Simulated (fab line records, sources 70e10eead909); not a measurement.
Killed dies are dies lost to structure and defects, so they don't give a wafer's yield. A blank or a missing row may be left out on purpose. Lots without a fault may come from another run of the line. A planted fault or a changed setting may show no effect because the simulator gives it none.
fab line records | flow nand_harc
record lots=5 wafers=15 last_day=33
route steps=1302 shown P_ZERO_WELL@29 END@1302
lots that met no fault: from a run of the same line without faults
start_h: hours from the record's first day to the start of the lot's first wafer shown | wait_h: hours since the lot's step before | " the same as in the row above | L1.1+2: a row that stands for several wafers | - no value, or no start given | * or withheld: withheld | < > ~ a bound
route shown NAME@n: a module of which the file shows steps, and the number in the route of the first | usual: mean/standard deviation of fault-free wafers | same: alike in all rows | chamber/n: place in a boat | sites: the reading at each site | _std_site: their standard deviation | _edge_site: outer sites' mean less inner sites' | radius_mm: how far each site lies from the wafer's centre | mask NAME#n: copy n | behind: the tool/chamber that last shaped the wafer | hold: why the lot was held/for how many hours/how that ended | device: the transistor (n, p or np) that didn't switch | end of line: the same wafers' tests at the end of the route | a step without rows: its recipe alone | killed: dies lost to structure and defects at the first sort, not the wafer's yield | map: a wafer's dies, x killed, . not, _ none there
set.NAME: the setting as run; set.NAME@STEP: as run at that earlier step | model.NAME: the simulator's own value behind a step, which no gauge read
lots at some steps of the route; a table a step, a row a wafer
services: from which hour (start_h, from the record's first day; less than 0 if before it) a tool's chamber was out of use, for how many hours, and why
## steps
# step NHARC_P_ZERO_WELL_CD_MEAS_24
# recipe target_cd_nm=720 landing_energy_ev=500
# usual cd_nm=720.0/2.1
# columns lot.wafer tool chamber start_h wait_h cd_nm
L439.2 cd_sem-01 0 52.48 - 722.1
L439.5 " 0 " " 723.4
L439.6 " 0 " " 718.7
L443.2 cd_sem-03 0 92.67 - 722.5
L443.5 " 0 " " 721.5
L443.6 " 0 " " 718.9
L445.1 cd_sem-01 0 113.11 - 721.6
L445.3 " 0 " " 718.8
L445.6 " 0 " " 720.4
L454.1 cd_sem-03 0 202.57 - 719.8
L454.3 " 0 " " 716.8
L454.5 " 0 " " 718.7
L459.1 cd_sem-01 0 252.47 - 718.2
L459.5 " 0 " " 718.6
L459.6 " 0 " " 718.7
# step NHARC_P_ZERO_WELL_HARDBAKE_25
# recipe temp_c=125 time_s=80
# step NHARC_P_ZERO_WELL_DESCUM_26
# recipe time_s=3 o2_flow_sccm=200 ar_flow_sccm=0 bias_power_w=0 chemistry=O2
# usual drypump_motor_current_A=5.7/0.66 oes_product_au=0.998/0.012 rf_vpp_V=57.8/0.82 showerhead_plenum_p_Torr=1.92/0.064 throttle_valve_pct=11.311/0.0093
# columns lot.wafer tool chamber start_h wait_h drypump_motor_current_A oes_product_au rf_hours_counter_h rf_vpp_V showerhead_plenum_p_Torr throttle_valve_pct
L439.2 rie_diel-11 2 52.66 - 6.5 0.971 39 59.0 1.95 11.308
L439.6 " 0 " " 5.2 0.992 - 58.8 1.93 11.307
L439.5 " 1 " " 6.2 0.996 - 57.2 1.89 11.293
L443.2 rie_diel-13 0 92.83 - 5.6 1.008 34 56.5 1.93 11.312
L443.6 " 0 " " 5.6 0.997 - 59.5 1.93 11.322
L443.5 " 1 " " 5.0 0.991 - 58.8 1.97 11.309
L445.1 rie_diel-11 3 113.30 - 4.8 1.005 8 58.2 1.81 11.309
L445.3 " 2 " " 6.5 0.974 7 57.2 1.94 11.324
L445.6 " 3 " " 4.8 1.002 - 56.4 1.81 11.316
L454.1 rie_diel-09 0 202.73 - 5.2 1.007 11 57.1 1.90 11.295
L454.3 " 2 " " 6.5 1.027 15 58.3 1.87 11.321
L454.5 " 1 " " 6.4 1.007 - 58.7 2.06 11.314
L459.1 rie_diel-09 0 252.64 - 5.2 1.003 27 59.4 1.89 11.313
L459.6 " 3 " " 5.0 1.008 - 57.9 1.87 11.293
L459.5 " 0 " " 5.2 1.007 - 59.2 1.89 11.321
# step NHARC_P_ZERO_WELL_IMPLANT_27
# recipe energy_kev=600 dose_cm2=1e+13 tilt_deg=7
# step NHARC_P_ZERO_WELL_IMPLANT_57
# recipe energy_kev=250 dose_cm2=4e+12 tilt_deg=7
# step NHARC_P_ZERO_WELL_IMPLANT_58
# recipe energy_kev=100 dose_cm2=2e+12 tilt_deg=7
# step NHARC_P_ZERO_WELL_STRIP_28
# recipe time_s=840 temp_c=130 chemistry=SPM
# step NHARC_P_ZERO_WELL_DEHYDRATE_29
# recipe temp_c=150 time_s=120
# step NHARC_P_ZERO_WELL_HMDS_30
# recipe time_s=30
# step NHARC_P_ZERO_WELL_COAT_31
# recipe spin_rpm=withheld
# step NHARC_P_ZERO_WELL_SOFTBAKE_32
# recipe temp_c=122 time_s=95
# step NHARC_P_ZERO_WELL_EBR_33
# step NHARC_P_ZERO_WELL_EXPOSE_34
# recipe na=0.6 target_cd_nm=720 dose_mj=22.31 mask_id=P_PWELL
# usual exposure_dose_mJ_cm2=22.311/0.021
# columns lot.wafer tool chamber start_h wait_h mask exposure_dose_mJ_cm2
L439.2 krf_scanner-04 0 53.96 - P_PWELL#0 22.299
L439.5 " 0 " " P_PWELL#0 22.310
L439.6 " 0 " " P_PWELL#0 22.305
L443.2 krf_scanner-02 0 98.01 - P_PWELL_R1#0 22.323
L443.5 " 0 " " P_PWELL_R1#0 22.309
L443.6 " 0 " " P_PWELL_R1#0 22.319
L445.1 krf_scanner-02 0 114.49 - P_PWELL#0 22.324
L445.3 " 0 " " P_PWELL#0 22.307
L445.6 " 0 " " P_PWELL#0 22.323
L454.1 krf_scanner-04 0 204.05 - P_PWELL#0 22.349
L454.3 " 0 " " P_PWELL#0 22.296
L454.5 " 0 " " P_PWELL#0 22.312
L459.1 krf_scanner-02 0 253.85 - P_PWELL#0 22.294
L459.5 " 0 " " P_PWELL#0 22.338
L459.6 " 0 " " P_PWELL#0 22.281
# step NHARC_P_ZERO_WELL_PEB_35
# recipe peb_temp_c=118 peb_time_s=85
# step NHARC_P_ZERO_WELL_DEVELOP_36
# recipe time_s=70
# step NHARC_P_ZERO_WELL_CD_MEAS_37
# recipe target_cd_nm=720 landing_energy_ev=500
# usual cd_nm=720.5/1.8
# columns lot.wafer tool chamber start_h wait_h cd_nm
L439.2 cd_sem-01 0 54.12 - 720.8
L439.5 " 0 " " 721.5
L439.6 " 0 " " 717.9
L443.2 cd_sem-01 0 98.17 - 690.9
L443.5 " 0 " " 688.2
L443.6 " 0 " " 688.3
L445.1 cd_sem-01 0 114.64 - 722.8
L445.3 " 0 " " 717.7
L445.6 " 0 " " 719.7
L454.1 cd_sem-02 0 204.21 - 721.1
L454.3 " 0 " " 723.4
L454.5 " 0 " " 719.4
L459.1 cd_sem-02 0 254.00 - 720.4
L459.5 " 0 " " 719.4
L459.6 " 0 " " 720.1
# step NHARC_P_ZERO_WELL_HARDBAKE_38
# recipe temp_c=125 time_s=80
# step NHARC_END_SORT_01
# recipe temp_c=25
# usual killed_at_array=52/19 killed_at_other=0.9/1.3 killed_at_periphery=4/3.1 killed_dies=57/18 killed_open=3.2/1.7 killed_short=2.3/1.4
# same gross_dies=677
# columns lot.wafer tool chamber start_h wait_h killed_at_array killed_at_other killed_at_periphery killed_dies killed_open killed_short
L445.3 prober-01 0 655.89 3.1 56 1 3 60 2 4
L454.5 prober-02 0 741.40 3.7 52 0 3 55 3 5
# killed by level:class
L445.3 A_SLIT:chamber_film_flake=31 A_CHANNEL_HOLE_D2:chamber_film_flake=6 A_CONTACT:chamber_film_flake=6 A_CHANNEL_HOLE_D1:chamber_film_flake=3 A_WL_FILL:geometric_particle:short=2 P_CONTACT:chamber_film_flake=2 A_STAIRCASE:chamber_film_flake=2 P_M1:geometric_particle:open=1
L454.5 A_SLIT:chamber_film_flake=32 A_CONTACT:chamber_film_flake=7 A_CHANNEL_HOLE_D1:chamber_film_flake=5 A_ONON_D1:geometric_particle:short=2 P_GATE:geometric_particle:open=1 P_GATE:geometric_particle:short=1 A_ONON_D2:geometric_particle:short=1 A_CHANNEL_FILL_D2:geometric_particle:open=1
## services
# columns tool chamber start_h hours kind
rie_diel-11 0 34.66 - clean
rie_diel-11 1 34.66 - clean
rie_diel-11 2 34.66 - clean
rie_diel-11 3 34.66 - clean
rie_diel-09 1 36.39 6.8 repair
rie_diel-11 2 71.95 15.0 repair
rie_diel-09 0 77.55 2.0 repair
rie_diel-11 - 79.52 9.0 pm
rie_diel-09 0 81.91 2.7 repair
krf_scanner-02 - 94.00 4.0 pm
krf_scanner-04 - 103.82 0.7 repair
rie_diel-09 2 106.37 2.3 repair
rie_diel-09 0 107.22 8.7 repair
rie_diel-09 3 124.89 2.8 repair
rie_diel-09 2 127.93 1.3 repair
rie_diel-09 1 137.16 15.2 repair
rie_diel-09 3 142.93 8.4 repair
rie_diel-09 - 143.14 9.0 pm
rie_diel-13 - 166.03 9.0 pm
rie_diel-11 2 176.03 8.5 repair
krf_scanner-04 - 182.00 4.0 pm
rie_diel-09 - 183.76 1.0 repair
rie_diel-13 3 215.65 11.6 repair
rie_diel-09 - 216.20 0.2 repair
## key
first_sign step=NHARC_P_ZERO_WELL_EXPOSE_34 reading=mask direction=changed
effect step=NHARC_P_ZERO_WELL_CD_MEAS_37 reading=cd_nm direction=down sigmas=17 usual=720.5 struck=689.1
met_at NHARC_P_ZERO_WELL_EXPOSE_34
struck_wafers L443.2,L443.5,L443.6
tester_left_out L443
fault kind=wrong_mask tool=any chamber=- onset_h=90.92 steps=NHARC_P_ZERO_WELL_EXPOSE_34 aux_copy=P_PWELL_R1#0 cd_offset_nm=-30.37 scope=struck_lots_only
# tester_left_out: of these lots the tester's yield and bins aren't shown, on N5 and GAA mostly nor the transistor test; their killed dies are dies lost to structure and defects alone, not to doping, threshold or leakage, so they don't give the yield
